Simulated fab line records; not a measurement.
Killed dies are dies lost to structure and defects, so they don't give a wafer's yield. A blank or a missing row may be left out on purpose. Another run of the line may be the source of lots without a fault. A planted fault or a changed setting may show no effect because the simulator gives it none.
fab line records    flow n5_finfet    part 1 of 2: steps 1 to 28 of 36
record: lots: 5  wafers: 15  last_day: 17
route steps=1938 shown MIM_BOT@1832 MIM_TOP@1834 MIM_TOP_LITHO@1839 MIM_TOP_ETCH@1851 MIM_BOT_LITHO@1854 MIM_BOT_ETCH@1866
lots untouched by any fault: they come from a run of this same line in which no faults occurred
start_h: the number of hours between the record's first day and the start of the first shown wafer of the lot    wait_h: time in hours since the lot's previous step    " the same as in the row above    L1.1+2: one row covering several wafers at once    - no value present, or no start provided    * or withheld: withheld    < > ~ a bound
route shown NAME@n: NAME is a module with steps in the file, n the number in the route of the first one    usual: average and standard deviation across the fault-free wafers    same: alike in all rows    chamber/n: place in a boat    sites: readings site by site    _std_site: their standard deviation    _edge_site: mean of outer sites minus mean of inner sites    radius_mm: how far each site lies from the wafer's centre    mask NAME#n: copy n    behind: the tool/chamber that last shaped the wafer    hold: cause of the lot's hold/its duration in hours/its outcome    device: the n, p or np transistor that did not switch    end of line: the route-end tests of the same wafers    for a step that has no rows: nothing shown but its recipe    killed: not the wafer's yield, but the dies lost to structure and defects at the first sort    map: per-die view of a wafer (x killed, . not killed, _ where there is no die)
set.NAME: the run value of the setting; set.NAME@STEP: its run value at that earlier step    model.NAME: the simulator's own value behind a step, which no gauge read
lots seen at some steps along the route; tables by step, rows by wafer
services: the hour from which a tool's chamber was out of use, counted from the record's first day as start_h (under 0 if before that day), plus the number of hours and why
== steps ==
step: N5_MIM_BOT_DEGAS_01
recipe: ambient: vacuum  temp_c: 300  time_s: 60
usual: heater_power_w: 430/33
same: time_s: 60
lot.wafer  tool            chamber  start_h  wait_h  heater_power_w
L075.1     pvd_sputter-03  -        278.50   1.1     388
L075.3     "               -        "        "       413
L075.5     "               -        "        "       375
L084.1     pvd_sputter-02  -        324.66   2.2     467
L084.4     "               -        "        "       394
L084.5     "               -        "        "       478
L089.3     pvd_sputter-03  -        357.43   0.8     420
L089.4     "               -        "        "       426
L089.5     "               -        "        "       388
L093.1     pvd_sputter-02  -        379.35   1.2     443
L093.3     "               -        "        "       471
L093.4     "               -        "        "       473
L094.1     pvd_sputter-03  -        391.56   0.9     386
L094.5     "               -        "        "       419
L094.6     "               -        "        "       418
step: N5_MIM_BOT_SPUTTER_00
recipe: material: TiN  target_thk_a: 350  temp_c: 200  power_w: 3000  chamber_pressure_pa: 0.49996  gas: Ar  reactive_partial_pa: 0.37997  time_s: 89.7
usual: throttle_valve_pct: 29.7/0.82
same: time_s: 89.7
lot.wafer  tool            chamber  start_h  wait_h  throttle_valve_pct
L075.1     pvd_sputter-03  -        278.54   0.0     29.1
L075.3     "               -        "        "       29.2
L075.5     "               -        "        "       29.3
L084.1     pvd_sputter-02  -        324.70   0.0     29.1
L084.4     "               -        "        "       28.1
L084.5     "               -        "        "       29.5
L089.3     pvd_sputter-03  -        357.47   0.0     29.5
L089.4     "               -        "        "       30.6
L089.5     "               -        "        "       29.1
L093.1     pvd_sputter-02  -        379.39   0.0     29.3
L093.3     "               -        "        "       28.8
L093.4     "               -        "        "       29.3
L094.1     pvd_sputter-03  -        391.60   0.0     29.7
L094.5     "               -        "        "       30.3
L094.6     "               -        "        "       30.8
step: N5_MIM_TOP_ALD_00
recipe: material: Al2O3  target_thk_a: *  temp_c: withheld  ald_precursor_family: TMA  ald_co_reactant: O3  pulse_time_s: withheld  purge_time_s: 3  co_reactant_purge_time_s: withheld  co_reactant_pulse_time_s: 3  ald_cycles: withheld
usual: precursor_pulse_height_rel: 1.000/0.019
lot.wafer  tool       chamber  start_h  wait_h  precursor_pulse_height_rel
L075.1     ald_hk-03  3        278.79   0.2     1.007
L075.3     "          1        "        "       1.010
L075.5     "          0        "        "       0.982
L084.1     ald_hk-03  1        324.80   0.1     1.007
L084.4     "          0        "        "       1.016
L084.5     "          1        "        "       0.995
L089.3     ald_hk-02  1        357.57   0.1     1.019
L089.4     "          2        "        "       1.022
L089.5     "          1        "        "       0.964
L093.1     ald_hk-02  0        379.49   0.1     1.009
L093.3     "          3        "        "       1.001
L093.4     "          2        "        "       1.004
L094.1     ald_hk-02  3        391.70   0.1     1.008
L094.5     "          1        "        "       1.001
L094.6     "          2        "        "       1.007
step: N5_MIM_TOP_ALD_01
recipe: material: HfO2  target_thk_a: 56  temp_c: withheld  ald_precursor_family: Hf-amide  ald_co_reactant: O3  pulse_time_s: 1  purge_time_s: 3  co_reactant_purge_time_s: 2  co_reactant_pulse_time_s: 3  ald_cycles: 62
usual: precursor_pulse_height_rel: 1.001/0.021
same: ald_cycles: 62
lot.wafer  tool       chamber  start_h  wait_h  precursor_pulse_height_rel  since_wet_clean_h
L075.1     ald_hk-03  3        -        -       0.999                       1159
L075.3     "          1        "        "       0.969                       1159
L075.5     "          0        "        "       0.991                       -
L084.1     ald_hk-03  1        -        -       0.998                       1205
L084.4     "          0        "        "       0.987                       1205
L084.5     "          1        "        "       0.999                       -
L089.3     ald_hk-02  1        -        -       1.019                       2134
L089.4     "          2        "        "       0.971                       2134
L089.5     "          1        "        "       1.030                       -
L093.1     ald_hk-02  0        -        -       1.005                       2156
L093.3     "          3        "        "       1.034                       2156
L093.4     "          2        "        "       1.000                       2156
L094.1     ald_hk-02  3        -        -       0.990                       2168
L094.5     "          1        "        "       0.994                       -
L094.6     "          2        "        "       1.002                       -
step: N5_MIM_TOP_ALD_02
recipe: material: Al2O3  target_thk_a: *  temp_c: withheld  ald_precursor_family: TMA  ald_co_reactant: O3  pulse_time_s: withheld  purge_time_s: 3  co_reactant_purge_time_s: withheld  co_reactant_pulse_time_s: 3  ald_cycles: withheld
usual: precursor_pulse_height_rel: 1.001/0.02
lot.wafer  tool       chamber  start_h  wait_h  precursor_pulse_height_rel
L075.1     ald_hk-03  3        -        -       1.006
L075.3     "          1        "        "       1.017
L075.5     "          0        "        "       1.011
L084.1     ald_hk-03  1        -        -       1.000
L084.4     "          0        "        "       1.004
L084.5     "          1        "        "       1.005
L089.3     ald_hk-02  1        -        -       0.974
L089.4     "          2        "        "       0.984
L089.5     "          1        "        "       0.970
L093.1     ald_hk-02  0        -        -       1.016
L093.3     "          3        "        "       1.029
L093.4     "          2        "        "       0.981
L094.1     ald_hk-02  3        -        -       1.007
L094.5     "          1        "        "       0.998
L094.6     "          2        "        "       0.939
step: N5_MIM_TOP_DEGAS_04
recipe: ambient: vacuum  temp_c: 300  time_s: 60
usual: heater_power_w: 453/36
same: time_s: 60
lot.wafer  tool            chamber  start_h  wait_h  heater_power_w
L075.1     pvd_sputter-01  -        281.98   -       472
L075.3     "               -        "        "       487
L075.5     "               -        "        "       476
L084.1     pvd_sputter-01  -        326.08   -       489
L084.4     "               -        "        "       474
L084.5     "               -        "        "       490
L089.3     pvd_sputter-02  -        358.47   -       434
L089.4     "               -        "        "       465
L089.5     "               -        "        "       480
L093.1     pvd_sputter-02  -        380.39   -       468
L093.3     "               -        "        "       439
L093.4     "               -        "        "       395
L094.1     pvd_sputter-01  -        393.56   -       483
L094.5     "               -        "        "       485
L094.6     "               -        "        "       478
step: N5_MIM_TOP_SPUTTER_03
recipe: material: TiN  target_thk_a: 350  temp_c: 200  power_w: 3000  chamber_pressure_pa: 0.49996  gas: Ar  reactive_partial_pa: 0.37997  time_s: 89.7
usual: throttle_valve_pct: 29.7/1
same: time_s: 89.7
lot.wafer  tool            chamber  start_h  wait_h  throttle_valve_pct
L075.1     pvd_sputter-01  -        282.02   0.0     29.4
L075.3     "               -        "        "       30.2
L075.5     "               -        "        "       32.2
L084.1     pvd_sputter-01  -        326.12   0.0     28.9
L084.4     "               -        "        "       29.9
L084.5     "               -        "        "       29.2
L089.3     pvd_sputter-02  -        358.51   0.0     29.7
L089.4     "               -        "        "       29.2
L089.5     "               -        "        "       29.4
L093.1     pvd_sputter-02  -        380.43   0.0     29.7
L093.3     "               -        "        "       29.5
L093.4     "               -        "        "       28.2
L094.1     pvd_sputter-01  -        393.60   0.0     29.0
L094.5     "               -        "        "       29.9
L094.6     "               -        "        "       28.7
step: N5_MIM_TOP_LITHO_HMDS_01
recipe: time_s: 60  temp_c: 120
same: time_s: 60
lot.wafer   tool            chamber  start_h  wait_h
L075.1+3+5  litho_track-05  0        282.13   0.1
L084.1+4+5  litho_track-03  0        326.23   0.1
L089.3+4+5  litho_track-05  0        358.63   0.1
L093.1+3+4  litho_track-03  0        380.53   0.1
L094.1+5+6  litho_track-05  0        393.72   0.1
step: N5_MIM_TOP_LITHO_COAT_02
recipe: spin_rpm: *  resist_thk_nm: *
usual: spin_speed_rpm: *
lot.wafer  tool            chamber  start_h  wait_h  spin_speed_rpm
L075.1     litho_track-05  0        -        -       *
L075.3     "               0        "        "       *
L075.5     "               0        "        "       *
L084.1     litho_track-03  0        -        -       *
L084.4     "               0        "        "       *
L084.5     "               0        "        "       *
L089.3     litho_track-05  0        -        -       *
L089.4     "               0        "        "       *
L089.5     "               0        "        "       *
L093.1     litho_track-03  0        -        -       *
L093.3     "               0        "        "       *
L093.4     "               0        "        "       *
L094.1     litho_track-05  0        -        -       *
L094.5     "               0        "        "       *
L094.6     "               0        "        "       *
step: N5_MIM_TOP_LITHO_EBR_04
recipe: solvent: PGMEA  ebr_width_mm: 1.5
lot.wafer   tool            chamber  start_h  wait_h
L075.1+3+5  litho_track-05  0        -        -
L084.1+4+5  litho_track-03  0        -        -
L089.3+4+5  litho_track-05  0        -        -
L093.1+3+4  litho_track-03  0        -        -
L094.1+5+6  litho_track-05  0        -        -
step: N5_MIM_TOP_LITHO_SOFTBAKE_03
recipe: temp_c: 100  time_s: 90
same: time_s: 90
lot.wafer   tool            chamber  start_h  wait_h
L075.1+3+5  litho_track-05  0        -        -
L084.1+4+5  litho_track-03  0        -        -
L089.3+4+5  litho_track-05  0        -        -
L093.1+3+4  litho_track-03  0        -        -
L094.1+5+6  litho_track-05  0        -        -
step: N5_MIM_TOP_LITHO_EXPOSE_05
recipe: mask_id: MIM_TOP  na: 0.55  source_shape: conventional  sigma_outer: 0.8  polarization: unpolarized  target_cd_nm: 2000  dose_mj: 20.5
lot.wafer   tool            chamber  start_h  wait_h  mask
L075.1+3+5  krf_scanner-01  0        282.24   -       MIM_TOP#0
L084.1+4+5  krf_scanner-01  0        326.34   -       MIM_TOP#0
L089.3+4+5  krf_scanner-02  0        358.87   -       MIM_TOP#0
L093.1+3+4  krf_scanner-02  0        380.76   -       MIM_TOP#0
L094.1+5+6  krf_scanner-02  0        393.95   -       MIM_TOP#0
step: N5_MIM_TOP_LITHO_PEB_06
recipe: peb_temp_c: withheld  peb_time_s: *
lot.wafer   tool            chamber  start_h  wait_h
L075.1+3+5  litho_track-02  0        282.29   0.1
L084.1+4+5  litho_track-05  0        326.40   0.1
L089.3+4+5  litho_track-02  0        358.92   0.0
L093.1+3+4  litho_track-02  0        380.82   0.1
L094.1+5+6  litho_track-02  0        394.01   0.1
step: N5_MIM_TOP_LITHO_DEVELOP_07
recipe: develop_time_s: 60  rinse_liquid: diw  dry: air_spin  dev_temp_c: 21
lot.wafer   tool            chamber  start_h  wait_h
L075.1+3+5  litho_track-02  0        -        -
L084.1+4+5  litho_track-05  0        -        -
L089.3+4+5  litho_track-02  0        -        -
L093.1+3+4  litho_track-02  0        -        -
L094.1+5+6  litho_track-02  0        -        -
step: N5_MIM_TOP_LITHO_HARDBAKE_09
recipe: temp_c: 130  time_s: 120
same: time_s: 120
lot.wafer   tool            chamber  start_h  wait_h
L075.1+3+5  litho_track-02  0        -        -
L084.1+4+5  litho_track-05  0        -        -
L089.3+4+5  litho_track-02  0        -        -
L093.1+3+4  litho_track-02  0        -        -
L094.1+5+6  litho_track-02  0        -        -
step: N5_MIM_TOP_LITHO_CD_MEAS_08
recipe: target_cd_nm: 2000  landing_energy_ev: 500  detector: se_inlens
usual: cd_nm: 1999.9/1.9
lot.wafer  tool       chamber  start_h  wait_h  cd_nm
L075.1     cd_sem-01  0        282.41   -       1998.6
L075.3     "          0        "        "       2000.7
L075.5     "          0        "        "       1997.0
L084.1     cd_sem-01  0        326.51   -       1998.0
L084.4     "          0        "        "       1994.9
L084.5     "          0        "        "       1996.4
L089.3     cd_sem-03  0        359.04   -       1998.7
L089.4     "          0        "        "       2004.7
L089.5     "          0        "        "       2001.4
L093.1     cd_sem-03  0        380.94   -       1998.4
L093.3     "          0        "        "       2001.7
L093.4     "          0        "        "       1999.6
L094.1     cd_sem-01  0        394.13   -       2001.1
L094.5     "          0        "        "       1998.2
L094.6     "          0        "        "       1999.9
step: N5_MIM_TOP_LITHO_OVL_MEAS_11
recipe: points_per_wafer: 44
usual: MIM_TOP_OVL: 1/5.2
same: points_per_wafer: 44
lot.wafer  tool        chamber  start_h  wait_h  MIM_TOP_OVL[nm]
L075.1     overlay-01  0        282.44   0.0     1
L075.3     "           0        "        "       4
L075.5     "           0        "        "       3
L084.1     overlay-02  0        326.55   0.0     -1
L084.4     "           0        "        "       -1
L084.5     "           0        "        "       -6
L089.3     overlay-02  0        359.07   0.0     -1
L089.4     "           0        "        "       2
L089.5     "           0        "        "       5
L093.1     overlay-01  0        380.97   0.0     6
L093.3     "           0        "        "       -2
L093.4     "           0        "        "       -8
L094.1     overlay-01  0        394.16   0.0     -5
L094.5     "           0        "        "       -5
L094.6     "           0        "        "       -2
step: N5_MIM_TOP_LITHO_INSPECT_12
recipe: mode: adi  inspect_instrument: macro
usual: raw_defect_count: 2.3/1.4
lot.wafer  tool               chamber  start_h  wait_h  raw_defect_count
L075.1     defect_inspect-02  -        282.47   0.0     2
L075.3     "                  -        "        "       3
L075.5     "                  -        "        "       4
L084.1     defect_inspect-02  -        326.57   0.0     4
L084.4     "                  -        "        "       4
L084.5     "                  -        "        "       1
L089.3     defect_inspect-01  -        359.09   0.0     4
L089.4     "                  -        "        "       4
L089.5     "                  -        "        "       3
L093.1     defect_inspect-02  -        381.00   0.0     0
L093.3     "                  -        "        "       0
L093.4     "                  -        "        "       4
L094.1     defect_inspect-01  -        394.18   0.0     2
L094.5     "                  -        "        "       3
L094.6     "                  -        "        "       3
step: N5_MIM_TOP_LITHO_DESCUM_10
recipe: chemistry: O2  time_s: 7.9  source_power_w: 50  bias_power_w: 20  pressure_mtorr: 20  rf_frequency_hz: 2.712e+07  temp_c: 40  o2_flow_sccm: 225
usual: drypump_motor_current_A: 5.9/0.36  oes_product_au: 0.84/0.066  rf_vpp_V: 243.2/1.2  showerhead_plenum_p_Torr: 2.11/0.062  throttle_valve_pct: 20.47/0.21
same: time_s: 7.9
lot.wafer  tool         chamber  start_h  wait_h  drypump_motor_current_A  oes_product_au  rf_hours_counter_h  rf_vpp_V  showerhead_plenum_p_Torr  throttle_valve_pct
L075.1     rie_diel-06  1        282.50   0.0     6.5                      0.87            52                  243.7     2.14                      20.75
L075.3     "            3        "        "       5.4                      0.66            243                 243.3     2.05                      20.79
L075.5     "            3        "        "       5.4                      0.65            -                   241.9     2.05                      20.78
L084.1     rie_diel-01  0        326.60   0.0     6.0                      0.80            105                 244.1     2.20                      20.45
L084.4     "            1        "        "       6.1                      0.85            52                  240.7     2.05                      20.40
L084.5     "            3        "        "       5.3                      0.82            -                   245.2     2.22                      20.74
L089.3     rie_diel-06  3        359.12   0.0     5.4                      0.97            14                  242.6     2.05                      20.38
L089.4     "            2        "        "       5.7                      0.80            107                 242.6     2.01                      20.35
L089.5     "            1        "        "       6.6                      0.83            -                   241.3     2.13                      20.77
L093.1     rie_diel-01  0        381.03   0.0     6.0                      0.77            124                 244.6     2.20                      20.46
L093.3     "            1        "        "       6.1                      0.83            72                  241.2     2.05                      20.42
L093.4     "            3        "        "       5.3                      0.79            102                 244.8     2.21                      20.76
L094.1     rie_diel-02  0        394.23   0.1     6.0                      0.77            137                 243.0     2.10                      20.32
L094.5     "            0        "        "       6.0                      0.78            -                   242.8     2.10                      20.33
L094.6     "            1        "        "       5.5                      0.91            -                   242.9     2.14                      20.63
step: N5_MIM_TOP_ETCH_ETCH_00
recipe: chemistry: Cl2/BCl3  target: TiN  target_depth_a: 385  ion_energy_ev: 150  pressure_mtorr: 10  icp_w: 1000  bias_w: 126  Cl2_flow_sccm: 53.25  bcl3_flow_sccm: 21.75  Ar_flow_sccm: 25
usual: drypump_motor_current_A: 5.78/0.21  oes_product_au: 0.75/0.054  throttle_valve_pct: 22.71/0.27
lot.wafer  tool          chamber  start_h  wait_h  drypump_motor_current_A  oes_product_au  rf_hours_counter_h  throttle_valve_pct
L075.1     rie_metal-01  0        282.59   0.1     5.85                     0.75            51                  22.40
L075.3     "             1        "        "       5.79                     0.75            -                   23.11
L075.5     "             0        "        "       5.83                     0.75            -                   22.41
L084.1     rie_metal-01  1        326.69   0.1     5.79                     0.74            53                  23.11
L084.4     "             1        "        "       5.77                     0.74            -                   23.12
L084.5     "             1        "        "       5.82                     0.74            -                   23.13
L089.3     rie_metal-01  0        359.25   0.1     5.85                     0.73            -                   22.42
L089.4     "             1        "        "       5.81                     0.74            -                   23.13
L089.5     "             1        "        "       5.80                     0.74            -                   23.11
L093.1     rie_metal-02  0        381.12   0.1     5.65                     0.75            47                  22.64
L093.3     "             1        "        "       5.43                     0.72            -                   22.60
L093.4     "             0        "        "       5.66                     0.74            -                   22.62
L094.1     rie_metal-02  0        394.32   0.1     5.63                     0.74            47                  22.61
L094.5     "             1        "        "       5.46                     0.72            -                   22.61
L094.6     "             0        "        "       5.63                     0.74            -                   22.62
step: N5_MIM_TOP_ETCH_STRIP_01
recipe: chemistry: O2  power_w: 600  temp_c: 60  pressure_mtorr: 30  rf_frequency_hz: 6e+07  bias_power_w: 0  overash_fraction: 0.5  o2_flow_sccm: 225
usual: drypump_motor_current_A: 5.6/0.43  oes_product_au: 0.79/0.074  rf_vpp_V: 3.6/1.4  showerhead_plenum_p_Torr: 2.09/0.081  throttle_valve_pct: 16.7/0.31
lot.wafer  tool         chamber  start_h  wait_h  drypump_motor_current_A  oes_product_au  rf_hours_counter_h  rf_vpp_V  showerhead_plenum_p_Torr  throttle_valve_pct
L075.1     rie_diel-05  1        282.80   0.2     5.5                      0.73            191                 1.2       2.01                      16.6
L075.3     "            0        "        "       6.1                      0.90            56                  2.8       2.05                      16.3
L075.5     "            0        "        "       6.1                      0.90            -                   3.2       2.05                      16.3
L084.1     rie_diel-04  0        326.84   0.1     6.3                      0.80            90                  3.3       2.01                      16.8
L084.4     "            2        "        "       5.0                      0.70            216                 2.6       1.98                      16.7
L084.5     "            3        "        "       5.4                      0.82            -                   1.7       2.22                      16.3
L089.3     rie_diel-04  1        359.42   0.1     5.0                      0.85            36                  3.0       2.03                      16.3
L089.4     "            0        "        "       6.3                      0.79            101                 4.1       2.01                      16.8
L089.5     "            3        "        "       5.4                      0.81            -                   3.7       2.22                      16.3
L093.1     rie_diel-04  0        381.26   0.1     6.3                      0.78            107                 5.2       2.01                      16.8
L093.3     "            3        "        "       5.4                      0.80            98                  6.4       2.22                      16.3
L093.4     "            1        "        "       5.0                      0.88            -                   5.9       2.03                      16.4
L094.1     rie_diel-05  2        394.46   0.1     5.8                      0.70            203                 5.7       2.10                      17.1
L094.5     "            0        "        "       6.1                      0.83            -                   3.1       2.04                      16.3
L094.6     "            3        "        "       5.4                      0.78            -                   4.8       2.11                      17.0
step: N5_MIM_TOP_ETCH_PECVD_03
recipe: material: SiNx  target_thk_a: 200  temp_c: 400  precursor: SiH4/NH3/N2  pressure_torr: 1.5  rf_w: 300  time_s: 17.6
usual: heater_power_w: 798/140  showerhead_plenum_p_Torr: 5.12/0.033  showerhead_vpp_V: 1068/44  throttle_valve_pct: 39.6/1.7
same: time_s: 17.6
lot.wafer  tool      chamber  start_h  wait_h  heater_power_w  showerhead_plenum_p_Torr  showerhead_vpp_V  since_wet_clean_h  throttle_valve_pct
L075.1     pecvd-01  1        282.87   -       1052            5.07                      1126              1893               40.9
L075.3     "         2        "        "       1055            5.09                      1098              414                37.5
L075.5     "         0        "        "       873             5.17                      1073              -                  41.0
L084.1     pecvd-01  0        326.90   -       931             5.19                      1055              1212               41.2
L084.4     "         0        "        "       941             5.16                      1081              -                  41.1
L084.5     "         1        "        "       983             5.06                      1132              -                  41.2
L089.3     pecvd-01  1        359.48   -       1015            5.05                      1116              1970               41.0
L089.4     "         1        "        "       1045            5.08                      1125              -                  40.7
L089.5     "         0        "        "       871             5.18                      1062              -                  41.2
L093.1     pecvd-04  1        381.32   -       574             5.11                      1004              1629               39.3
L093.3     "         2        "        "       730             5.11                      988               150                37.7
L093.4     "         1        "        "       580             5.12                      990               -                  39.6
L094.1     pecvd-04  0        394.52   -       764             5.12                      1070              917                40.3
L094.5     "         0        "        "       754             5.11                      1073              -                  40.3
L094.6     "         2        "        "       725             5.11                      984               -                  37.8
step: N5_MIM_BOT_LITHO_HMDS_01
recipe: time_s: 60  temp_c: 120
same: time_s: 60
lot.wafer   tool            chamber  start_h  wait_h
L075.1+3+5  litho_track-04  0        282.94   0.0
L084.1+4+5  litho_track-01  0        326.98   0.0
L089.3+4+5  litho_track-01  0        359.55   0.1
L093.1+3+4  litho_track-04  0        381.39   0.0
L094.1+5+6  litho_track-04  0        394.60   0.0
step: N5_MIM_BOT_LITHO_COAT_02
recipe: spin_rpm: *  resist_thk_nm: *
usual: spin_speed_rpm: *
lot.wafer  tool            chamber  start_h  wait_h  spin_speed_rpm
L075.1     litho_track-04  0        -        -       *
L075.3     "               0        "        "       *
L075.5     "               0        "        "       *
L084.1     litho_track-01  0        -        -       *
L084.4     "               0        "        "       *
L084.5     "               0        "        "       *
L089.3     litho_track-01  0        -        -       *
L089.4     "               0        "        "       *
L089.5     "               0        "        "       *
L093.1     litho_track-04  0        -        -       *
L093.3     "               0        "        "       *
L093.4     "               0        "        "       *
L094.1     litho_track-04  0        -        -       *
L094.5     "               0        "        "       *
L094.6     "               0        "        "       *
step: N5_MIM_BOT_LITHO_EBR_04
recipe: solvent: PGMEA  ebr_width_mm: 1.5
lot.wafer   tool            chamber  start_h  wait_h
L075.1+3+5  litho_track-04  0        -        -
L084.1+4+5  litho_track-01  0        -        -
L089.3+4+5  litho_track-01  0        -        -
L093.1+3+4  litho_track-04  0        -        -
L094.1+5+6  litho_track-04  0        -        -
step: N5_MIM_BOT_LITHO_SOFTBAKE_03
recipe: temp_c: 100  time_s: 90
same: time_s: 90
lot.wafer   tool            chamber  start_h  wait_h
L075.1+3+5  litho_track-04  0        -        -
L084.1+4+5  litho_track-01  0        -        -
L089.3+4+5  litho_track-01  0        -        -
L093.1+3+4  litho_track-04  0        -        -
L094.1+5+6  litho_track-04  0        -        -
step: N5_MIM_BOT_LITHO_EXPOSE_05
recipe: mask_id: MIM_BOT  na: 0.55  source_shape: conventional  sigma_outer: 0.8  polarization: unpolarized  dose_mj: 24.25
lot.wafer   tool            chamber  start_h  wait_h  mask
L075.1+3+5  krf_scanner-01  0        283.17   -       MIM_BOT#0
L084.1+4+5  krf_scanner-02  0        327.09   -       MIM_BOT#0
L089.3+4+5  krf_scanner-02  0        359.80   -       MIM_BOT#0
L093.1+3+4  krf_scanner-01  0        381.50   -       MIM_BOT#0
L094.1+5+6  krf_scanner-01  0        394.83   -       MIM_BOT#0
step: N5_MIM_BOT_LITHO_PEB_06
recipe: peb_temp_c: withheld  peb_time_s: *
lot.wafer   tool            chamber  start_h  wait_h
L075.1+3+5  litho_track-05  0        283.23   0.1
L084.1+4+5  litho_track-01  0        327.15   0.1
L089.3+4+5  litho_track-01  0        359.84   0.0
L093.1+3+4  litho_track-04  0        381.56   0.1
L094.1+5+6  litho_track-04  0        394.89   0.1
